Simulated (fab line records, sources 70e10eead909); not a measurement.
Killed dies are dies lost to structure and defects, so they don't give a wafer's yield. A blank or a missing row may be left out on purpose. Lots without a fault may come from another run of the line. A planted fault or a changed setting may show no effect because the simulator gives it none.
Which tool did it? | flow nand_harc | 7 lots, 21 wafers sampled, at 3 steps of a route of 1302

WHAT THE GAUGES READ, wafer by wafer
NHARC_A_BONDPAD_THK_MEAS_20: measures by xrf.
lot  | measured     | on            | thk_nm (nm)
L207 | day 23 18:26 | film_metro-01 | 171.0 172.7 172.6
L208 | day 24 10:33 | film_metro-01 | 170.3 169.5 169.0
L214 | day 27 00:39 | film_metro-02 | 398.7 401.1 403.1
L219 | day 29 12:51 | film_metro-01 | 171.1 172.2 169.9
L223 | day 30 10:52 | film_metro-01 | 169.2 171.2 171.3
L226 | day 31 16:01 | film_metro-02 | 170.5 172.3 172.0
L228 | day 32 13:20 | film_metro-02 | 169.6 168.3 170.6

WHICH TOOL RAN EACH LOT (tool, then ch and the chambers of the sampled wafers, then the start)
lot  | NHARC_A_BONDPAD_PVD_17                  | NHARC_A_BONDPAD_CMP_19
L207 | pvd_sputter-02, day 23 18:07 or earlier | cmp-03 ch 1,2,3, day 23 18:07
L208 | pvd_sputter-01, day 24 10:16 or earlier | cmp-02 ch 0,2,3, day 24 10:16
L214 | pvd_sputter-02, day 27 00:22 or earlier | cmp-02 ch 1,2,3, day 27 00:22
L219 | pvd_sputter-02, day 29 12:35 or earlier | cmp-04 ch 0,2,3, day 29 12:35
L223 | pvd_sputter-01, day 30 10:33 or earlier | cmp-03 ch 0,2,3, day 30 10:33
L226 | pvd_sputter-02, day 31 15:41 or earlier | cmp-03 ch 1,2,3, day 31 15:41
L228 | pvd_sputter-01, day 32 13:04 or earlier | cmp-02 ch 0,1,3, day 32 13:04
- NHARC_A_BONDPAD_PVD_17: deposits TaN, target thk 5 nm, time 8.06 s.
- NHARC_A_BONDPAD_CMP_19: polishes, t overpolish 30 s, cu recess touch 16 s, target thk 169.82 nm.

THE ANSWER, worked out from the rows above alone
Rule: what is usual is taken from the lots themselves. Put in order of their means at a reading, lots are off if they are a third of the lots or fewer, leave a main group of 4 or more, and stand apart from it by a gap of 3 or more times the standard deviation of the main group's means; of several such gaps the widest counts. A main group whose means are all the same, to the digits that the tables above print for the reading, isn't used. A lot without any number at a reading at which 4 lots or more have one is off too. The other lots that the step has rows for count as sound.
Off: L214, at NHARC_A_BONDPAD_THK_MEAS_20 (thk_nm). The main group: mean 170.7 nm, standard deviation 0.96.
A tool fits if, at a process step before that reading, it ran every lot that is off, and no sound lot after the first of them. The gauges at NHARC_A_BONDPAD_THK_MEAS_20 are tried like those tools. NHARC_A_BONDPAD_PVD_17 gives no start for some lots, so the hours and the order of its lots are those of NHARC_A_BONDPAD_CMP_19. None of those tried fits.

WHAT THE SIMULATOR HAD PUT IN
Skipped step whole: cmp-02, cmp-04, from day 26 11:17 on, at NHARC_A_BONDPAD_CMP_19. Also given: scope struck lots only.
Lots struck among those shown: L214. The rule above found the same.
